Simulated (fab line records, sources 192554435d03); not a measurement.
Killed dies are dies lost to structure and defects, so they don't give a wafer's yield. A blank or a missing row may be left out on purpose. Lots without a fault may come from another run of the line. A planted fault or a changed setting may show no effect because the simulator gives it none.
fab line records | flow n5_finfet
record lots=4 wafers=12 last_day=15
route steps=1938 shown BEOL_M15@1809 PASS1_DEP@1831 MIM_BOT@1832 MIM_TOP@1834 MIM_TOP_LITHO@1839 PASSIVATION@1936
lots that met no fault: from a run of the same line without faults
start_h: hours from the record's first day to the start of the lot's first wafer shown | wait_h: hours since the lot's step before | " the same as in the row above | L1.1+2: a row that stands for several wafers | - no value, or no start given | * or withheld: withheld | < > ~ a bound
route shown NAME@n: a module of which the file shows steps, and the number in the route of the first | usual: mean/standard deviation of fault-free wafers | same: alike in all rows | chamber/n: place in a boat | sites: the reading at each site | _std_site: their standard deviation | _edge_site: outer sites' mean less inner sites' | radius_mm: how far each site lies from the wafer's centre | mask NAME#n: copy n | behind: the tool/chamber that last shaped the wafer | hold: why the lot was held/for how many hours/how that ended | device: the transistor (n, p or np) that didn't switch | end of line: the same wafers' tests at the end of the route | a step without rows: its recipe alone | killed: dies lost to structure and defects at the first sort, not the wafer's yield | map: a wafer's dies, x killed, . not, _ none there
set.NAME: the setting as run; set.NAME@STEP: as run at that earlier step | model.NAME: the simulator's own value behind a step, which no gauge read
lots at some steps of the route; a table a step, a row a wafer
## steps
# step N5_BEOL_M15_TRENCH_ETCH_34
# recipe chemistry=C4F8/O2/Ar target=SiO2 target_depth_a=8729.3 he_inner_torr=15 he_outer_torr=30 time_s=199 ion_energy_ev=800 pressure_mtorr=20 source_w=1905 bias_w=2040 Ar_flow_sccm=400 C4F8_flow_sccm=16 O2_flow_sccm=12
# step N5_BEOL_M15_STRIP_36
# recipe chemistry=O2 power_w=600 temp_c=60 pressure_mtorr=30 rf_frequency_hz=6e+07 bias_power_w=0 overash_fraction=0.3 o2_flow_sccm=225
# step N5_BEOL_M15_STRIP_62
# recipe chemistry=O2 power_w=600 temp_c=60 pressure_mtorr=30 rf_frequency_hz=6e+07 bias_power_w=0 overash_fraction=0.3 o2_flow_sccm=225
# step N5_BEOL_M15_STRIP_37
# recipe chemistry=O2 power_w=600 temp_c=60 pressure_mtorr=30 rf_frequency_hz=6e+07 bias_power_w=0 overash_fraction=0.3 o2_flow_sccm=225
# step N5_BEOL_M15_ETCH_38
# recipe chemistry=CF4/N2 target=SiCN target_depth_a=1064 taper_deg=2 time_s=120.5 ion_energy_ev=150 mask_material=SiO2 pressure_mtorr=40 source_w=430 bias_w=70 Ar_flow_sccm=100 cf4_flow_sccm=60 n2_flow_sccm=60
# step N5_BEOL_M15_PRECLEAN_39
# recipe chemistry=residue_remover time_s=60 temp_c=40
# step N5_BEOL_M15_SRD_40
# recipe time_s=30 temp_c=23 rinse_liquid=diw dry=n2_spin spin_rpm=1500 dry_time_s=30
# step N5_BEOL_M15_DEGAS_41
# recipe ambient=vacuum temp_c=300 time_s=60
# step N5_BEOL_M15_PRE_CLEAN_42
# recipe gas=H2/He time_s=30 temp_c=300
# step N5_BEOL_M15_SPUTTER_43
# recipe material=TaN target_thk_a=150 temp_c=50 bias_v=168.6 power_w=15000 chamber_pressure_pa=0.12 time_s=24.19
# step N5_BEOL_M15_SPUTTER_44
# recipe material=Ta target_thk_a=150 temp_c=50 bias_v=80 power_w=15000 chamber_pressure_pa=0.07 time_s=24.19
# step N5_BEOL_M15_SPUTTER_45
# recipe material=Cu target_thk_a=1000 temp_c=-20 bias_v=60 power_w=26000 chamber_pressure_pa=0.13 time_s=16.67
# usual throttle_valve_pct=30.8/0.69
# columns lot.wafer tool chamber start_h wait_h throttle_valve_pct
L725.1 pvd_sputter-01 - 276.40 0.0 30.9
L725.3 " - " " 30.6
L725.6 " - " " 31.4
L737.2 pvd_sputter-01 - 340.02 0.0 31.3
L737.3 " - " " 30.7
L737.6 " - " " 31.9
L736.1 pvd_sputter-01 - 344.80 0.0 31.4
L736.2 " - " " 30.6
L736.4 " - " " 31.6
L739.1 pvd_sputter-01 - 355.11 0.0 30.7
L739.5 " - " " 31.4
L739.6 " - " " 31.9
# step N5_BEOL_M15_ECD_47
# recipe material=Cu target_thk_a=18600
# step N5_BEOL_M15_ANNEAL_48
# recipe temp_c=225 time_s=90 ambient=N2
# step N5_BEOL_M15_CMP_49
# recipe stop_on=SiO2 t_overpolish_s=4.9 down_force_psi=2 platen_rpm=80 clearing_platen_down_force_psi=2 clearing_platen_rpm=80 post_cmp_clean=cu_alkaline target_thk_nm=850 clearing_platen_pad_velocity_m_s=1.5917 pad_velocity_m_s=1.5917
# step N5_BEOL_M15_PRE_CLEAN_52
# recipe gas=NH3 time_s=15 temp_c=withheld rf_power_w=300
# step N5_BEOL_M15_DEP_53
# recipe material=SiCN target_thk_a=500 temp_c=withheld precursor=3MS/NH3 pressure_torr=3 rf_w=675 time_s=17.8
# step N5_PASSIVATION_PECVD_00
# recipe material=SiO2 target_thk_a=2000 temp_c=400 precursor=SiH4/N2O pressure_torr=2.7 rf_w=608 time_s=11.2
# step N5_MIM_BOT_DEGAS_01
# recipe ambient=vacuum temp_c=300 time_s=60
# step N5_MIM_BOT_SPUTTER_00
# recipe material=TiN target_thk_a=350 temp_c=200 power_w=3000 chamber_pressure_pa=0.49996 gas=Ar reactive_partial_pa=0.37997 time_s=89.7
# step N5_MIM_TOP_ALD_00
# recipe material=Al2O3 target_thk_a=* temp_c=withheld ald_precursor_family=TMA ald_co_reactant=O3 pulse_time_s=withheld purge_time_s=3 co_reactant_purge_time_s=withheld co_reactant_pulse_time_s=3 ald_cycles=withheld
# step N5_MIM_TOP_ALD_01
# recipe material=HfO2 target_thk_a=56 temp_c=withheld ald_precursor_family=Hf-amide ald_co_reactant=O3 pulse_time_s=1 purge_time_s=3 co_reactant_purge_time_s=2 co_reactant_pulse_time_s=3 ald_cycles=62
# step N5_MIM_TOP_ALD_02
# recipe material=Al2O3 target_thk_a=* temp_c=withheld ald_precursor_family=TMA ald_co_reactant=O3 pulse_time_s=withheld purge_time_s=3 co_reactant_purge_time_s=withheld co_reactant_pulse_time_s=3 ald_cycles=withheld
# step N5_MIM_TOP_DEGAS_04
# recipe ambient=vacuum temp_c=300 time_s=60
# step N5_MIM_TOP_SPUTTER_03
# recipe material=TiN target_thk_a=350 temp_c=200 power_w=3000 chamber_pressure_pa=0.49996 gas=Ar reactive_partial_pa=0.37997 time_s=89.7
# step N5_MIM_TOP_LITHO_HMDS_01
# recipe time_s=60 temp_c=120
# step N5_MIM_TOP_LITHO_COAT_02
# recipe spin_rpm=* resist_thk_nm=*
# step N5_MIM_TOP_LITHO_EBR_04
# recipe solvent=PGMEA ebr_width_mm=1.5
# step N5_MIM_TOP_LITHO_SOFTBAKE_03
# recipe temp_c=100 time_s=90
# step N5_MIM_TOP_LITHO_EXPOSE_05
# recipe mask_id=MIM_TOP na=0.55 source_shape=conventional sigma_outer=0.8 polarization=unpolarized target_cd_nm=2000 dose_mj=20.5
# step N5_MIM_TOP_LITHO_PEB_06
# recipe peb_temp_c=withheld peb_time_s=*
# step N5_MIM_TOP_LITHO_DEVELOP_07
# recipe develop_time_s=60 rinse_liquid=diw dry=air_spin dev_temp_c=21
# step N5_MIM_TOP_LITHO_HARDBAKE_09
# recipe temp_c=130 time_s=120
# step N5_MIM_TOP_LITHO_DESCUM_10
# recipe chemistry=O2 time_s=7.9 source_power_w=50 bias_power_w=20 pressure_mtorr=20 rf_frequency_hz=2.712e+07 temp_c=40 o2_flow_sccm=225
# step N5_PASSIVATION_PROBE_49
# usual defect_limited_yield=91.4/1.5 killed_at_M0_to_M3=31/11 killed_at_M4_up=13/5.5 killed_at_contacts=13/6.3 killed_at_front_end=40/13 killed_at_other=3.3/2.6 killed_dies=101/18 killed_open=67/13 killed_short=33/7.9 sort_bin_5_function=5.1/1 sort_bin_6_memory=3.2/0.68 sort_n_pass=1079/18 sort_yield_pct=91.4/1.5
# same gross_dies=1180 killed_at_back_side=0 sort_bin_4_leakage[%]=0 sort_bin_8_speed[%]=0
# columns lot.wafer tool chamber start_h wait_h defect_limited_yield[%] killed_at_M0_to_M3 killed_at_M4_up killed_at_contacts killed_at_front_end killed_at_other killed_dies killed_open killed_short sort_bin_5_function[%] sort_bin_6_memory[%] sort_n_pass sort_yield_pct[%]
L725.1 prober-02 - 292.81 0.0 91.9 19 12 3 59 2 95 55 38 4.0 3.6 1085 91.9
L725.3 prober-02 - 292.91 0.1 92.3 25 22 3 40 1 91 59 31 4.9 2.6 1089 92.3
L725.6 prober-02 - 293.06 0.3 91.6 32 11 1 51 4 99 65 30 4.9 3.1 1081 91.6
L736.1 prober-02 - 359.06 0.0 88.6 55 31 9 38 2 135 80 37 6.0 5.3 1045 88.6
L736.2 prober-02 - 359.11 0.1 87.9 47 10 11 69 6 143 91 52 6.1 5.2 1037 87.9
L736.4 prober-02 - 359.21 0.2 87.0 54 40 19 38 2 153 91 45 7.8 4.6 1027 87.0
L739.1 prober-02 - 370.03 0.0 91.5 8 36 14 37 5 100 67 12 4.9 3.6 1080 91.5
L739.5 prober-02 - 370.23 0.2 92.5 11 19 11 45 2 88 65 22 4.6 2.7 1092 92.5
L739.6 prober-02 - 370.28 0.3 92.9 14 27 18 22 3 84 47 24 4.2 2.8 1096 92.9
# killed by level:class
L725.1 STI_FIN_REVEAL:geometric_particle:open=15 FIN_SAQP:geometric_particle:short=13 ILD0:geometric_particle:short=8 BEOL_M0:geometric_particle:open=7 BEOL_M2:geometric_particle:open=7 STI_FIN_REVEAL:geometric_particle:short=5 ILD0:geometric_particle:open=5 FIN_SAQP:geometric_particle:open=3
L725.3 STI_FIN_REVEAL:geometric_particle:open=14 BEOL_M4:geometric_particle:open=12 GATE_CUT:geometric_particle:short=7 BEOL_M3:geometric_particle:open=7 BEOL_M1:geometric_particle:open=6 BEOL_M2:geometric_particle:open=5 FIN_SAQP:geometric_particle:short=4 BEOL_M4:geometric_particle:short=3
L725.6 STI_FIN_REVEAL:geometric_particle:open=18 BEOL_M3:geometric_particle:open=8 FIN_SAQP:geometric_particle:short=6 GATE_CUT:geometric_particle:open=6 BEOL_M2:geometric_particle:open=6 GATE_CUT:geometric_particle:short=5 BEOL_M0_SAQP:geometric_particle:short=4 BEOL_M0:geometric_particle:open=4
L736.1 BEOL_M15:interface_void_opened=18 BEOL_M0_SAQP:geometric_particle:short=13 BEOL_M4:geometric_particle:open=11 BEOL_M3:geometric_particle:open=10 FIN_SAQP:geometric_particle:open=9 MOL_CONTACT_COAG:geometric_particle:open=9 BEOL_M0_SAQP:geometric_particle:open=9 BEOL_M1:geometric_particle:open=9
L736.2 FIN_SAQP:geometric_particle:open=15 STI_FIN_REVEAL:geometric_particle:open=13 BEOL_M3:geometric_particle:open=12 BEOL_M0_SAQP:geometric_particle:short=11 FIN_SAQP:geometric_particle:short=10 MOL_CONTACT_COAG:geometric_particle:open=9 STI_FIN_REVEAL:geometric_particle:short=8 BEOL_M2:geometric_particle:open=6
L736.4 BEOL_M15:interface_void_opened=17 MOL_CONTACT_COAG:geometric_particle:open=13 BEOL_M4:geometric_particle:open=12 BEOL_M0_SAQP:geometric_particle:short=11 BEOL_M0_SAQP:geometric_particle:open=11 BEOL_M1:geometric_particle:open=11 FIN_SAQP:geometric_particle:open=9 BEOL_M3:geometric_particle:open=8
L739.1 BEOL_M15:interface_void_opened=20 MOL_CONTACT_COAG:geometric_particle:open=12 FIN_SAQP:geometric_particle:open=9 BEOL_M4:geometric_particle:open=8 STI_FIN_REVEAL:geometric_particle:open=7 STARTING-WAFER:geometric_particle:open=5 ILD0:geometric_particle:open=4 BEOL_M7:geometric_particle:open=4
L739.5 STI_FIN_REVEAL:geometric_particle:open=19 MOL_CONTACT_COAG:geometric_particle:open=7 BEOL_M5:geometric_particle:open=6 FIN_SAQP:geometric_particle:short=5 GATE_CUT:geometric_particle:short=4 MOL_CONTACT_COAG:geometric_particle:short=4 BEOL_M2:geometric_particle:open=4 BEOL_M4:geometric_particle:open=4
L739.6 MOL_CONTACT_COAG:geometric_particle:open=15 BEOL_M15:interface_void_opened=12 STI_FIN_REVEAL:geometric_particle:open=7 BEOL_M4:geometric_particle:open=5 BEOL_M0:geometric_particle:short=4 BEOL_M2:geometric_particle:open=4 MOL_CONTACT_COAG:geometric_particle:short=3 BEOL_M0_SAQP:geometric_particle:short=3
# map L736.4 (x killed, . not)
_________________...xx.......________________
______________.........x...x...._____________
___________..xxx..........x..x...x.__________
__________x..x...x...........x.....x_________
________......x...................x..._______
_______.......x...................xx...______
______.....x.....x....xx...x........x..._____
_____........x.....................x.....____
____...x......................x...........___
___.............x..................x..x.x..__
___xxx.xx............................xx.x.x__
__.........x..x...............x....x....x..._
__....x.x.............................x.x..._
_................x...................x.......
_xx............................x.............
_..x....................xx..x................
_...x.x.....x.........x....xx.x...x......xx..
_....xx...x......x.........xx..x..x..x....x..
_x..........x......x....x.....x....xx...x....
_x...........x...x.x.....x.............xx.x..
_...x......x.xx.x.x.............x............
__......x.............x...............xx...._
__.....x.....x....x...........xx...x...xx..._
___.............x..........x..........x....__
___.x...........x.......x...........x.....x__
____..x........x....x...x............x....___
_____x..........x...x...........x........____
______.....x.........x........x........._____
_______..x.............................______
________..x.........x...xx.........x.._______
__________x....x.x.............x.x.._________
___________x.x............x......x.__________
______________x................._____________
_________________...x........________________
# map L739.1 (x killed, . not)
_________________....x.......________________
______________..........x......x_____________
___________........x......x........__________
__________.........................._________
________......xx...x.................._______
_______..........x.x.x...........x..x..______
______.............x...................._____
_____..x................................x____
____.x........x..........................x___
___.....x.x....................x...........__
___..x.x..............x...........x..x.....__
__....x......................x.............x_
__........................x..x.............._
_.....x...x......x...........................
_..............................x.......x...x.
_.......xxx....x.........x.......x...........
_......................x....................x
_.......................x.........x.x..x..x..
_..x...................................x.....
_x.....................................x...x.
_..x......................................x..
__................xx..................xx..xx_
__.........................................._
___x...x...x.........................x.x.xx__
___........x......x.................x......__
____...xx......x..x..............x........___
_____................x......x...x.......x____
______...........x.........x......x....._____
_______................x............x.x______
________x..x.........................x_______
__________x....x.....x..........x..._________
___________........................__________
______________.x................_____________
_________________x...x...x...________________
## key
first_sign step=N5_PASSIVATION_PROBE_49 reading=killed_at_M4_up direction=up sigmas=3.6 usual=13 struck=34
effect none on later readings
met_at N5_BEOL_M15_SPUTTER_45
struck_wafers L736.1,L736.4,L739.1,L739.6
onset_between 340.02 344.80
fault kind=process_parameter_drift tool=pvd_sputter-01 chamber=- onset_h=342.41 steps=N5_BEOL_M15_SPUTTER_45 channel=time_s offset=* shape=step end_h=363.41 scope=struck_wafers_only acts_in=* stated=*
